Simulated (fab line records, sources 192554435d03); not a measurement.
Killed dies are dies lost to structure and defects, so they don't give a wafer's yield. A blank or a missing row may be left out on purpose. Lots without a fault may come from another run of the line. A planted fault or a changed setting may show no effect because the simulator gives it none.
Split-lot experiment | flow n5_finfet | 7 lots, 21 wafers read, on a route of 1938 steps

THE SPLIT
At N5_BEOL_M3_TRENCH_ETCH_37 (etches SiOC in C4F6/O2, target depth 55.555 nm, time 29.2 s), the setting bias_w was moved away from the recipe's 185 W on 4 of the 21 wafers read, by -17.5% to +16.9%. The other wafers ran this setting at the recipe's value.

The reading is taken at the split's own step.

THE READING
rf_vpp_V, in V, at N5_BEOL_M3_TRENCH_ETCH_37 (etches SiOC in C4F6/O2, target depth 55.555 nm, time 29.2 s). Fault-free wafers of this fab line usually give 669 V, standard deviation 13 V.

wafer  | tool, chamber at the split | bias_w as run, W | against the recipe | rf_vpp_V, V | against lot-mates on the recipe
L077.2 | rie_diel-02, 0             | 185              | recipe             | 669         | -
L077.4 | rie_diel-02, 1             | 185              | recipe             | 675         | -
L077.6 | rie_diel-02, 2             | 185              | recipe             | 674         | -
L074.3 | rie_diel-04, 1             | 185              | recipe             | 650         | -
L074.4 | rie_diel-04, 3             | 185              | recipe             | 666         | -
L074.6 | rie_diel-04, 1             | 185              | recipe             | 651         | -
L079.4 | rie_diel-02, 1             | 185              | recipe             | 674         | -
L079.5 | rie_diel-02, 2             | 185              | recipe             | 675         | -
L079.6 | rie_diel-02, 1             | 185              | recipe             | 675         | -
L082.1 | rie_diel-06, 2             | 216.2            | +16.9%             | 756         | +80
L082.5 | rie_diel-06, 1             | 185              | recipe             | 676         | -
L082.6 | rie_diel-06, 0             | 216.2            | +16.9%             | 748         | +72
L085.3 | rie_diel-06, 3             | 185              | recipe             | 674         | -
L085.4 | rie_diel-06, 2             | 185              | recipe             | 667         | -
L085.6 | rie_diel-06, 0             | 185              | recipe             | 661         | -
L087.4 | rie_diel-06, 3             | 185              | recipe             | 675         | -
L087.5 | rie_diel-06, 3             | 152.7            | -17.5%             | 578         | -97
L087.6 | rie_diel-06, 2             | 152.7            | -17.5%             | 573         | -102
L092.1 | rie_diel-04, 3             | 185              | recipe             | 665         | -
L092.4 | rie_diel-04, 0             | 185              | recipe             | 690         | -
L092.5 | rie_diel-04, 2             | 185              | recipe             | 691         | -

THE FIT
A straight line over all 21 wafers: rf_vpp_V changes by +5.15 V for each +1% of bias_w; r = +0.97; the points scatter about the line by 10 V.
The same after taking each lot's own level away (the mean of its wafers on the recipe; 21 wafers): +5.12 V for each +1%; r = +0.98; scatter 7.6 V.
On that fit, the largest move of bias_w shifts the reading by 89 V.
The lots' own levels span 655.7 to 682.0 V, that is 2.0 times the standard deviation above.
So the lot-to-lot level changes the slope little: the two slopes agree.
Check: with one of the wafers moved furthest among these (-17.5%) left out of the fit, the line predicts -88.9 V for it against its lot-mates. It came out at -97 V against them.
Tool readings at the split's step, against how far the setting was moved: rf_vpp_V r = +0.97.

OTHER SPLITS ON THESE WAFERS
These wafers also went through other splits before the reading. Each is held against what the fit with the lots' levels taken away leaves over:
other split on the same wafers    | wafers away from the commonest value | r with rf_vpp_V (lot level and that fit taken away)
N5_BEOL_M0_SAQP_EXPOSE_11 dose_mj | 10                                   | +0.07
N5_BEOL_M1_ILD_DEP_00 time_s      | 6                                    | +0.19
N5_BEOL_M2_DESCUM_16 time_s       | 10                                   | +0.05
N5_BEOL_M2_ETCH_64 time_s         | 8                                    | +0.21
N5_BEOL_M2_COAT_68 spin_rpm       | 6                                    | -0.15
N5_BEOL_M2_EXPOSE_25 dose_mj      | 11                                   | -0.25

THE FILE'S OWN FIT
rf_vpp_V changes by +5.11 V for each +1% of bias_w, r = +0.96.
